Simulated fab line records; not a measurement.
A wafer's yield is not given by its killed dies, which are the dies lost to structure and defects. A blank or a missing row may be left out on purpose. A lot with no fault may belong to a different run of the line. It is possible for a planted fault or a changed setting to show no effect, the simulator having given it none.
Comparing a struck lot with a sound one    flow n5_finfet    38 out of 1938 route steps
Sound: the wafers L536.2, L536.3, L536.4. Struck: wafer L547.1 (left out: L547.4, L547.5 of the same lot, which were not struck); the cause appears at the end.
Each step with rows lists, per side, the tool, then ch with its chambers, then its first start. Under that, the readings that differ: sound wafers    struck wafers    difference of the means    sigmas: that difference in standard deviations of wafers without a fault.
alike: readings with means less than 2 such deviations apart, plus words and numbers identical on both sides. not compared: withheld readings, readings lacking a value on some wafer, bounds such as >300 that could conceal the same value, and numbers that have no deviation in the record and whose values overlap.
A row with sigmas, a row that says differs or no value, or rows on one side alone: a step with any of these is where the two part. When numbers do not overlap yet have no deviation, they are printed without sigmas and do not part them. A reading that every wafer of one side lacks parts them only if that side has two wafers or more.

first, 9 steps without rows for these wafers: N5_BEOL_M1_SOFTBAKE_23 (time 60 s); N5_BEOL_M1_EXPOSE_25 (exposes mask V0, defocus 5 nm, target cd 24 nm); N5_BEOL_M1_PEB_26 (peb time 60 s); N5_BEOL_M1_DEVELOP_27 (develop time 30 s); N5_BEOL_M1_DESCUM_33 (chemistry O2, time 7 s); N5_BEOL_M1_ETCH_77 (etches underlayer in N2/H2, target depth 6.5 nm, time 5.2 s); N5_BEOL_M1_ETCH_69 (etches SiARC in CF4, target depth 15.6 nm, time 26 s); N5_BEOL_M1_ALD_98 (deposits SiO2, target thk 2.5 nm, pulse time 1 s, co reactant pulse time 1 s); N5_BEOL_M1_ETCHBACK_99 (etches SiO2 in CHF3, target depth 5 nm, time 10.4 s).
N5_BEOL_M1_ETCH_70: etches SOC in N2/H2, target depth 80 nm, overetch 16 nm, time 120 s.
  sound on rie_diel-04 ch 0,3, day 8 00:24; struck on rie_diel-04 ch 3, day 8 21:07
  alike: drypump_motor_current_A, h2_flow_sccm, oes_product_au, rf_vpp_V, showerhead_plenum_p_Torr, throttle_valve_pct
  not compared: rf_hours_counter_h
then, 27 steps without rows for these wafers: N5_BEOL_M1_STRIP_71 (strips in N2/H2); N5_BEOL_M1_STRIP_78 (strips in N2/H2); N5_BEOL_M1_VIA_ETCH_34 (etches the open film in C4F6/O2, target depth 67.8 nm, time 64.4 s); N5_BEOL_M1_STRIP_83 (strips in C4F6/O2); N5_BEOL_M1_STRIP_36 (strips in N2/H2); N5_BEOL_M1_TRENCH_ETCH_37 (etches SiOC in C4F6/O2, target depth 55.207 nm, time 29 s); N5_BEOL_M1_ETCH_41 (etches SiCN in CH3F/O2, target depth 31.9 nm, time 57.8 s); N5_BEOL_M1_STRIP_97 (strips in N2/H2, time 10 s); N5_BEOL_M1_HM_STRIP_39 (strips TiN in peroxide tin strip, target depth 25 nm, time 158 s); N5_BEOL_M1_SRD_40 (time 30 s); N5_BEOL_M1_PRECLEAN_42 (cleans in residue remover, time 60 s); N5_BEOL_M1_SRD_43 (time 30 s); N5_BEOL_M1_DEGAS_44 (time 60 s); N5_BEOL_M1_PRE_CLEAN_45 (time 30 s); N5_BEOL_M1_ALD_84 (deposits TaN, pulse time 2 s, purge time 3 s, co reactant purge time 2 s); N5_BEOL_M1_SURFACE_TREAT_85; N5_BEOL_M1_CVD_47 (deposits Co from CCTBA/H2, target thk 3 nm, time 223.8 s); N5_BEOL_M1_SPUTTER_48 (material Cu, target thk 4.5 nm, time 8.29 s); N5_BEOL_M1_ANNEAL_49 (time 240 s); N5_BEOL_M1_SPUTTER_79 (material Cu, target thk 4.5 nm, time 8.29 s); N5_BEOL_M1_ANNEAL_80 (time 240 s); N5_BEOL_M1_SPUTTER_81 (material Cu, target thk 4.5 nm, time 8.29 s); N5_BEOL_M1_ANNEAL_82 (time 240 s); N5_BEOL_M1_SPUTTER_86 (material Cu, target thk 4.5 nm, time 8.29 s); N5_BEOL_M1_ANNEAL_87 (time 240 s); N5_BEOL_M1_SPUTTER_88 (material Cu, target thk 4.5 nm, time 8.29 s); N5_BEOL_M1_ANNEAL_89 (time 240 s).
-- the record jumps here: 6 days lie between the struck wafers' starts before and after (it left off in module BEOL_M1 and takes up again in module PASSIVATION, whose first step shown is number 1936 of the route) --
N5_PASSIVATION_PROBE_49:
  sound on prober-01, day 14 19:49; struck on prober-01, day 15 06:24
reading                   sound           struck  difference  sigmas
defect_limited_yield (%)  89.2 91.7 92.3  82.0    -9.1        -6
killed_at_M0_to_M3        18 41 20        171     +145        +14
killed_at_front_end       74 30 33        13      -33         -3
killed_at_other           1 1 1           11      +10         +4
killed_dies               128 98 91       212     +106        +6
killed_on_rim             17 16 13        28      +13         +4
sort_bin_5_function (%)   6.5 4.8 4.9     11.5    +6.1        +7
sort_n_pass               1052 1082 1089  968     -106        -6
sort_yield_pct (%)        89.2 91.7 92.3  82.0    -9.1        -6
  alike: killed_at_M4_up, killed_at_contacts, killed_open, killed_short, sort_bin_4_leakage, sort_bin_6_memory

== WHERE THEY PART ==
Only at N5_PASSIVATION_PROBE_49, as far as this record shows.

WHY: whatever the simulator had introduced
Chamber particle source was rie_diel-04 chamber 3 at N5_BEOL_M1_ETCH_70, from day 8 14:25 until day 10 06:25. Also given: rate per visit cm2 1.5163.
